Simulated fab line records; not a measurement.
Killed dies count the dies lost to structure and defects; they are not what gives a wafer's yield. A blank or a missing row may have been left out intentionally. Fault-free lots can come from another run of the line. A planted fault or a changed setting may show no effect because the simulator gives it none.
Problem report in the 8D (eight disciplines) form, filled by code -- flow nandHarc -- the parts of the form that need people (team, actions taken, sign-off) are left out

== 1. THE ISSUE ==
Mean of sort_bin_3_pct at NHARC_END_SORT_01: 5.60 % across 9 wafers in 3 lots; on wafers with no fault it is 0.23 % (standard deviation 0.17). Relative to the usual mean, that is a shift of +32 standard deviations.
First seen on wafer L318.1, day 24 09:44, on prober-01. The record holds 30 wafers of 10 lots with a number at this step. The rule behind "out" and "out of limits": a value lying over 4 standard deviations away from the usual mean. Any other wafer with a number is counted as sound.

== 2. WHAT IT IS; WHAT IT IS NOT ==
question,is,is not
which readings at this step,"sort_bin_3_pct, defectLimitedYield, killedAtArray, killedDies, sort_bin_2_pct, sortNPass, sortYieldPct","killedAtOther, killedOpen, killedShort"
which lots,"L318, L322, L323","L305, L308, L309, L311, L313, L315, L326"
which wafers of those lots,all that have a number,-
read on which gauges,"prober-01, prober-02",-
when,from day 24 09:44,up to then (18 sound wafers); but 3 sound wafers of L326 came after

== 3. SUSPECTS, AND WHAT RULES EACH OUT ==
Counting: a tool at any process step up to the reading remains a suspect when it ran all the lots that are out and ran no sound lot after the first of those.
- the gauge at NHARC_END_SORT_01: ruled out. Those wafers that are out were read across 2 gauges (prober-01, prober-02).
- pvdSputter-03 at NHARC_A_M1_PVD_21 (deposits Cu, target thk 30 nm, time 20.49 s): kept. It ran every lot that is out, first L318 (day 22 12:38), and no sound lot after that; its last sound lot up to then is L315 (day 21 11:37).
The count leaves pvdSputter-03 at NHARC_A_M1_PVD_21.

== 4. THE CAUSE (what the simulator had put in) ==
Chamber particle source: pvdSputter-03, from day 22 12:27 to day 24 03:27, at NHARC_A_M1_PVD_21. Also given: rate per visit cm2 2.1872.
After counting, this tool was the only one left.

== 5. SEQUENCE OF EFFECTS, ordered by route ==
Rows list readings where the struck wafers' mean (over those with a number) sits beyond 3 standard deviations from the usual. Only readings whose record carries a usual standard deviation are examined. hours: median over the lots of the time between each lot's start at the first step of this table that gives one and its start at this step. sigmas: the change, counted in usual standard deviations.
hours,step,reading,usual,on struck wafers,change,sigmas
0,NHARC_END_SORT_01,defectLimitedYield,95.5 %,81.4,-14.1,-10
0,NHARC_END_SORT_01,killedAtArray,26,122,+96,+11
0,NHARC_END_SORT_01,killedDies,30,126,+96,+10
0,NHARC_END_SORT_01,sort_bin_2_pct,1.4 %,7.3,+5.9,+9.8
0,NHARC_END_SORT_01,sort_bin_3_pct,0.23 %,5.60,+5.37,+32
0,NHARC_END_SORT_01,sort_bin_4_pct,2.8 %,5.7,+2.9,+3.2
0,NHARC_END_SORT_01,sortNPass,647,551,-96,-10
0,NHARC_END_SORT_01,sortRimYieldPct,95.9 %,86.8,-9.1,-4.3
0,NHARC_END_SORT_01,sortYieldPct,95.5 %,81.4,-14.1,-10

== 6. WHAT WOULD HAVE CAUGHT IT SOONER ==
Counted from the fault's start at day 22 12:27, it took 45 hours until the first out-of-limits reading at a measuring or inspecting step in this record, taken at day 24 09:44.
Tool readings at NHARC_A_M1_PVD_21 with a usual standard deviation given in the record: none out on any struck wafer, hence no alarm at a limit of 4 standard deviations on them.
By day 24 09:44 the whole set of lots that are out, 3 in number, had already begun NHARC_A_M1_PVD_21 on pvdSputter-03. A hold on the tool at that time would have spared none of them.
